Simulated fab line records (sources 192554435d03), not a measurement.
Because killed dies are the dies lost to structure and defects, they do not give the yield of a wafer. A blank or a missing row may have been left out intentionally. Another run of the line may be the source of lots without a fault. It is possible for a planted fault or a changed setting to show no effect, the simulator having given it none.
Chamber matching + flow n5-finfet + 4 sister chambers for N5_BEOL_M10_STRIP_19 on rie-diel-03
The step strips in O2. 4 wafers are shown with their chamber, then 9 later ones without.

== WAFERS, EACH WITH ITS CHAMBER ==
| wafer  | chamber | drypump-motor-current-A (A) |
|--------|---------|-----------------------------|
| L089.4 | 1       | 5.2                         |
| L092.3 | 0       | 5.6                         |
| L092.4 | 2       | 5.3                         |
| L092.6 | 3       | 6.3                         |

== WAFERS MISSING THEIR CHAMBER ==
| wafer  | drypump-motor-current-A (A) |
|--------|-----------------------------|
| L094.1 | 6.3                         |
| L094.2 | 5.2                         |
| L094.5 | 6.3                         |
| L095.2 | 5.2                         |
| L095.3 | 6.3                         |
| L095.4 | 5.7                         |
| L096.2 | 5.3                         |
| L096.3 | 6.3                         |
| L096.4 | 5.7                         |

== THE CHAMBER EACH PASSED THROUGH ==
| wafer  | from the rows above | in truth |
|--------|---------------------|----------|
| L094.1 | 3                   | 3        |
| L094.2 | 1                   | 1        |
| L094.5 | 3                   | 3        |
| L095.2 | 1                   | 1        |
| L095.3 | 3                   | 3        |
| L095.4 | 0                   | 0        |
| L096.2 | 2                   | 2        |
| L096.3 | 3                   | 3        |
| L096.4 | 0                   | 0        |
9 of 9 placed correctly. Not placeable from these rows: 0. Placed wrongly: 0.
How it was worked out, from the rows above alone: a wafer's distance from a chamber is the root of the sum, over the readings, of the square of ((its reading less the chamber's mean) divided by the reading's scatter). If the next closest chamber is less than 2 further off than the closest, the wafer can't be placed; otherwise it belongs to the closest. Each chamber's mean is taken over the wafers shown for it. The scatter: root of mean squared gap, hidden wafer to nearest shown wafer, with one shown wafer a chamber.
